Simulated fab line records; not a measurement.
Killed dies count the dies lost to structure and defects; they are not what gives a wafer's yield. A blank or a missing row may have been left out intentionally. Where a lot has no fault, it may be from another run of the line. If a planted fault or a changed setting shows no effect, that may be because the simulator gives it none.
A lot that was struck, set against a sound lot	flow nand_harc	14 out of 1302 route steps
Sound: wafers L230.3, L230.4, L230.5. Wafers L238.1, L238.2, L238.6 were the ones struck. Last of all comes the cause.
Per side, at each step with rows, come the tool, then ch with its chambers, and then its first start. Under that, the readings that differ: sound wafers	struck wafers	difference of the means	sigmas: that difference in standard deviations of wafers without a fault.
alike: words and numbers the same on both sides, and readings whose means are apart by under 2 such deviations; not compared: readings that were withheld, readings missing a value for some wafer, numbers with overlapping values and no deviation given by the record, and bounds like >300 which may hide the same value.
Wherever a step has rows on one side only, a row that says differs or no value, or a row with sigmas, the two part there. Numbers that don't overlap but have no deviation are shown without sigmas and don't part them. A reading missing from all wafers of one side parts the sides only when that side holds two or more wafers.

first, 6 steps without rows for these wafers: NHARC_A_CONTACT_COAT_63 (resist thk 90 nm); NHARC_A_CONTACT_SOFTBAKE_64 (time 55 s); NHARC_A_CONTACT_EBR_65; NHARC_A_CONTACT_EXPOSE_66 (exposes mask A CC 2); NHARC_A_CONTACT_PEB_67 (peb time 65 s); NHARC_A_CONTACT_DEVELOP_68 (develop time 35 s).
NHARC_A_CONTACT_CD_MEAS_69 targets a cd of 300 nm.
  sound on cd_sem-02 ch 0, day 23 11:02; struck on cd_sem-03 ch 0, day 26 20:00
  alike: cd_nm
NHARC_A_CONTACT_OVL_MEAS_70:
  sound on overlay-02, day 23 11:08; struck on overlay-01, day 26 20:05
reading	sound	struck	difference	sigmas
overlay_x_nm (nm)	-0.6 -1.0 -0.8	1.2 1.6 1.6	+2.3	+3
  alike: overlay_y_nm
NHARC_A_CONTACT_INSPECT_71:
  sound on defect_inspect-01, day 23 11:10; struck on defect_inspect-01, day 26 20:07
  alike: raw_defect_count
NHARC_A_CONTACT_DESCUM_74: chemistry O2, time 3 s.
  sound on rie_diel-03 ch 0,2,3, day 23 11:13; struck on rie_diel-02 ch 0,1,2, day 26 20:11
  alike: drypump_motor_current_A, oes_product_au, rf_vpp_V, showerhead_plenum_p_Torr, throttle_valve_pct
  not compared: rf_hours_counter_h
NHARC_A_CONTACT_ETCH_75: etches the open film in CF4, target depth 39 nm, time 65 s.
  sound on rie_diel-03 ch 0,2,3, day 23 11:19; struck on rie_diel-02 ch 1,3, day 26 20:16
  alike: bias_w, cf4_flow_sccm, drypump_motor_current_A, oes_product_au, rf_vpp_V, showerhead_plenum_p_Torr, throttle_valve_pct
  not compared: rf_hours_counter_h
NHARC_A_CONTACT_ETCH_76: etches the open film in N2/H2, target depth 260 nm, time 475.3 s.
  sound: rie_diel-03 ch 1,2,3; struck: rie_diel-02 ch 1,2,3
  alike: bias_w, chamber_pressure_mTorr, drypump_motor_current_A, oes_product_au, rf_vpp_V, showerhead_plenum_p_Torr, throttle_valve_pct
  not compared: rf_hours_counter_h
NHARC_A_CONTACT_ETCH_77: etches the open film in CF4/CHF3, target depth 108.9 nm, time 54.5 s.
  sound on rie_diel-03 ch 0,1,3, day 23 11:45; struck on rie_diel-02 ch 1,3, day 26 20:43
  no value came back on the struck wafers for any of 8 readings (bias_w (W), cf4_flow_sccm (sccm) and others); on the sound wafers bias_w (W) reads 199.9 200.7 199.7
  not compared: rf_hours_counter_h
NHARC_A_CONTACT_ETCH_78: etches the open film in O2/COS, target depth 5300 nm, time 1378 s.
  sound: rie_diel-03 ch 1,2; struck: rie_diel-02 ch 1,2,3
  alike: bias_w, chamber_pressure_mTorr, drypump_motor_current_A, oes_product_au, rf_vpp_V, showerhead_plenum_p_Torr, throttle_valve_pct
  not compared: rf_hours_counter_h

== WHERE THEY PART ==
Earliest at NHARC_A_CONTACT_OVL_MEAS_70; latest, in this record, at NHARC_A_CONTACT_ETCH_77. Later steps at which nothing parts them and some readings are alike: NHARC_A_CONTACT_ETCH_78.

WHY: whatever the simulator had introduced
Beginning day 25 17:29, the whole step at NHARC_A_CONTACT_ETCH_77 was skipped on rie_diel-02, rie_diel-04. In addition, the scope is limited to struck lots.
